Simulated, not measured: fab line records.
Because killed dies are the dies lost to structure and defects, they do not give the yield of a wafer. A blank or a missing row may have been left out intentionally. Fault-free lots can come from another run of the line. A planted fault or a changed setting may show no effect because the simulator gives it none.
What tool caused it? + flow nand harc + 11 lots with 33 wafers sampled at 5 steps, on a route of 1302 steps

== WHAT EACH GAUGE READ, for each wafer ==
NHARC_A_CHANNEL_HOLE_D1_CD_MEAS_18.
| lot  | measured     | on        | cd nm (nm)       |
|------|--------------|-----------|------------------|
| L367 | day 9 11:30  | cd sem-03 | 103.6 87.8 99.7  |
| L369 | day 9 22:26  | cd sem-01 | 103.9 103.2 96.6 |
| L375 | day 12 21:53 | cd sem-02 | 96.7 98.3 95.9   |
| L376 | day 13 04:26 | cd sem-01 | 98.3 98.3 99.7   |
| L377 | day 13 08:59 | cd sem-02 | 100.2 103.2 99.2 |
| L384 | day 16 04:11 | cd sem-01 | 97.9 98.2 101.5  |
| L383 | day 16 04:38 | cd sem-03 | 98.0 94.6 95.0   |
| L385 | day 17 01:25 | cd sem-01 | 100.4 97.2 95.2  |
| L386 | day 17 01:59 | cd sem-03 | 103.4 98.7 99.0  |
| L387 | day 17 16:24 | cd sem-03 | 95.1 96.8 92.7   |
| L388 | day 18 09:04 | cd sem-01 | 94.4 101.8 99.4  |

NHARC_END_SORT_01.
| lot  | measured     | on        | killed at array | killed at other | killed at periphery | killed dies | killed open | killed short |
|------|--------------|-----------|-----------------|-----------------|---------------------|-------------|-------------|--------------|
| L375 | day 28 07:35 | prober-01 | 67 58 72        | 3 2 0           | 9 9 11              | 79 69 83    | 3 3 7       | 1 3 4        |
| L376 | day 28 19:47 | prober-01 | 80 47 55        | 3 2 0           | 2 2 4               | 85 51 59    | 3 1 2       | 3 1 3        |
| L377 | day 28 20:31 | prober-02 | 57 48 46        | 2 0 0           | 3 2 5               | 62 50 51    | 2 3 1       | 3 2 2        |

== TOOL THAT RAN EACH LOT (tool first, then ch and the chambers of the sampled wafers, then the start) ==
| lot  | NHARC_A_CHANNEL_HOLE_D1_ETCH_38    | NHARC_A_CHANNEL_HOLE_D1_ETCH_20  | NHARC_A_CHANNEL_HOLE_D1_ETCH_23  |
|------|------------------------------------|----------------------------------|----------------------------------|
| L367 | rie diel-04 ch 0,1,2, day 9 10:29  | har etch-02 ch 1, day 9 11:41    | har etch-02 ch 1, day 9 13:00    |
| L369 | rie diel-04 ch 0,1,2, day 9 21:24  | har etch-02 ch 0,1, day 9 22:37  | har etch-02 ch 0,1, day 9 23:56  |
| L375 | rie diel-11 ch 0,2,3, day 12 20:52 | har etch-01 ch 1, day 12 22:04   | har etch-01 ch 1, day 12 23:23   |
| L376 | rie diel-11 ch 0,1,2, day 13 03:26 | har etch-02 ch 1, day 13 04:38   | har etch-02 ch 1, day 13 05:56   |
| L377 | rie diel-11 ch 0,2,3, day 13 07:57 | har etch-01 ch 0,1, day 13 09:10 | har etch-01 ch 0,1, day 13 10:28 |
| L384 | rie diel-11 ch 1,3, day 16 02:42   | har etch-01 ch 0,1, day 16 04:25 | har etch-01 ch 0,1, day 16 05:47 |
| L383 | rie diel-11 ch 0,1,3, day 16 03:01 | har etch-01 ch 0,1, day 16 08:33 | har etch-01 ch 0,1, day 16 09:56 |
| L385 | rie diel-11 ch 1,2,3, day 17 00:12 | har etch-01 ch 0,1, day 17 04:01 | har etch-01 ch 0,1, day 17 05:28 |
| L386 | rie diel-04 ch 1,3, day 17 00:43   | har etch-01 ch 0,1, day 17 08:07 | har etch-01 ch 0,1, day 17 09:31 |
| L387 | rie diel-11 ch 0,1,2, day 17 15:22 | har etch-02 ch 0,1, day 17 18:37 | har etch-02 ch 0,1, day 17 20:05 |
| L388 | rie diel-11 ch 0,1,2, day 18 07:59 | har etch-02 ch 0,1, day 18 09:18 | har etch-02 ch 0,1, day 18 10:41 |
- NHARC_A_CHANNEL_HOLE_D1_ETCH_38: etches the open film in CF4, target depth 39 nm, time 65 s.
- NHARC_A_CHANNEL_HOLE_D1_ETCH_20: etches the open film in C4F8/O2/Ar, time 361.9 s, target depth 1600 nm.
- NHARC_A_CHANNEL_HOLE_D1_ETCH_23: etches the open film in C4F8/O2/Ar, time 819 s, target depth 1600 nm.

== WHAT THE TOOLS THEMSELVES READ (means of the sampled wafers that have a number; where no wafer has one, the mark that the record gives instead) ==
NHARC_A_CHANNEL_HOLE_D1_ETCH_38.
| lot  | tool        | bias w (W) | cf4 flow sccm (sccm) | drypump motor current A (A) | oes product au (a.u.) | rf vpp V (V) | showerhead plenum p Torr (Torr) | throttle valve pct (%) |
|------|-------------|------------|----------------------|-----------------------------|-----------------------|--------------|---------------------------------|------------------------|
| L367 | rie diel-04 | 100.04     | 150.3                | 5.9                         | 1.007                 | 151.1        | 1.73                            | 13.287                 |
| L369 | rie diel-04 | 99.88      | 149.8                | 5.9                         | 1.008                 | 151.2        | 1.73                            | 13.279                 |
| L375 | rie diel-11 | 99.89      | 150.2                | 5.5                         | 0.854                 | 150.4        | 1.71                            | 13.289                 |
| L376 | rie diel-11 | 100.09     | 149.9                | 5.6                         | 0.850                 | 150.1        | 1.71                            | 13.284                 |
| L377 | rie diel-11 | 100.18     | 149.7                | 5.5                         | 0.853                 | 150.1        | 1.71                            | 13.282                 |
| L384 | rie diel-11 | 99.93      | 149.5                | 6.4                         | 0.985                 | 151.0        | 1.75                            | 13.283                 |
| L383 | rie diel-11 | 100.06     | 149.9                | 6.1                         | 1.002                 | 150.5        | 1.73                            | 13.289                 |
| L385 | rie diel-11 | 99.84      | 149.6                | 5.8                         | 0.996                 | 150.8        | 1.73                            | 13.278                 |
| L386 | rie diel-04 | 99.95      | 150.0                | 6.6                         | 1.005                 | 151.6        | 1.82                            | 13.292                 |
| L387 | rie diel-11 | 99.98      | 150.1                | 5.5                         | 1.010                 | 150.1        | 1.70                            | 13.282                 |
| L388 | rie diel-11 | 100.05     | 150.2                | 5.6                         | 1.001                 | 151.6        | 1.70                            | 13.281                 |

NHARC_A_CHANNEL_HOLE_D1_ETCH_20.
| lot  | tool        | drypump motor current A (A) | oes air line au (a.u.) | showerhead plenum p Torr (Torr) | temp c (C) | throttle valve pct (%) |
|------|-------------|-----------------------------|------------------------|---------------------------------|------------|------------------------|
| L367 | har etch-02 | 4.6                         | 1.026                  | 3.76                            | -19.96     | 32.162                 |
| L369 | har etch-02 | 4.8                         | 1.020                  | 3.70                            | -20.07     | 32.161                 |
| L375 | har etch-01 | 6.2                         | 1.006                  | 3.56                            | -20.06     | 32.157                 |
| L376 | har etch-02 | 4.7                         | 1.011                  | 3.73                            | -20.05     | 32.154                 |
| L377 | har etch-01 | 5.8                         | 0.995                  | 3.65                            | -19.94     | 32.151                 |
| L384 | har etch-01 | 5.8                         | 1.000                  | 3.63                            | -19.99     | 32.157                 |
| L383 | har etch-01 | 6.0                         | 0.985                  | 3.58                            | -20.05     | 32.153                 |
| L385 | har etch-01 | 6.0                         | 0.989                  | 3.57                            | -19.95     | 32.157                 |
| L386 | har etch-01 | 6.0                         | 1.000                  | 3.57                            | -19.97     | 32.150                 |
| L387 | har etch-02 | 4.8                         | 1.008                  | 3.85                            | -20.12     | 32.148                 |
| L388 | har etch-02 | 4.7                         | 1.015                  | 3.78                            | -20.06     | 32.160                 |

NHARC_A_CHANNEL_HOLE_D1_ETCH_23.
| lot  | tool        | drypump motor current A (A) | oes air line au (a.u.) | showerhead plenum p Torr (Torr) | temp c (C) | throttle valve pct (%) |
|------|-------------|-----------------------------|------------------------|---------------------------------|------------|------------------------|
| L367 | har etch-02 | 4.7                         | 1.021                  | 3.76                            | -19.97     | 32.159                 |
| L369 | har etch-02 | 4.7                         | 0.994                  | 3.70                            | -20.04     | 32.141                 |
| L375 | har etch-01 | 6.2                         | 1.016                  | 3.56                            | -20.05     | 32.158                 |
| L376 | har etch-02 | 4.7                         | 0.994                  | 3.73                            | -20.01     | 32.162                 |
| L377 | har etch-01 | 5.8                         | 0.989                  | 3.65                            | -19.93     | 32.153                 |
| L384 | har etch-01 | 5.8                         | 0.987                  | 3.63                            | -19.90     | 32.154                 |
| L383 | har etch-01 | 6.0                         | 1.024                  | 3.58                            | -20.06     | 32.160                 |
| L385 | har etch-01 | 6.0                         | 1.028                  | 3.57                            | -20.00     | 32.149                 |
| L386 | har etch-01 | 6.0                         | 1.004                  | 3.57                            | -20.00     | 32.152                 |
| L387 | har etch-02 | 4.8                         | 1.000                  | 3.85                            | -20.03     | 32.158                 |
| L388 | har etch-02 | 4.7                         | 0.997                  | 3.78                            | -20.06     | 32.154                 |

== THE ANSWER, worked out from the rows above alone ==
Rule: the usual values come from the lots themselves. Put in order of their means at a reading, lots are off if they are a third of the lots or fewer, leave a main group of 4 or more, and stand apart from it by a gap of 3 or more times the standard deviation of the main group's means; of several such gaps the widest counts. A main group whose means are all the same, to the digits that the tables above print for the reading, isn't used. Also off: a lot with no number at a reading for which 4 or more lots have one. All remaining lots with rows at the step are treated as sound. First the gauges in route order, then the tools' own readings, where a lot's mean is used as printed above. At the first step where some lot is off, the reading lying furthest off is the one used; lots without a number count as furthest.
Off: L375, L376, L377 (NHARC_A_CHANNEL_HOLE_D1_ETCH_38, oes product au). The main group has a mean of 1.002 a.u. with a standard deviation of 0.0076.
A tool fits if, at that step or a process step before it, it ran every lot that is off, and no sound lot after the first of them. None of those tried fits.

== WHAT THE SIMULATOR HAD PUT IN ==
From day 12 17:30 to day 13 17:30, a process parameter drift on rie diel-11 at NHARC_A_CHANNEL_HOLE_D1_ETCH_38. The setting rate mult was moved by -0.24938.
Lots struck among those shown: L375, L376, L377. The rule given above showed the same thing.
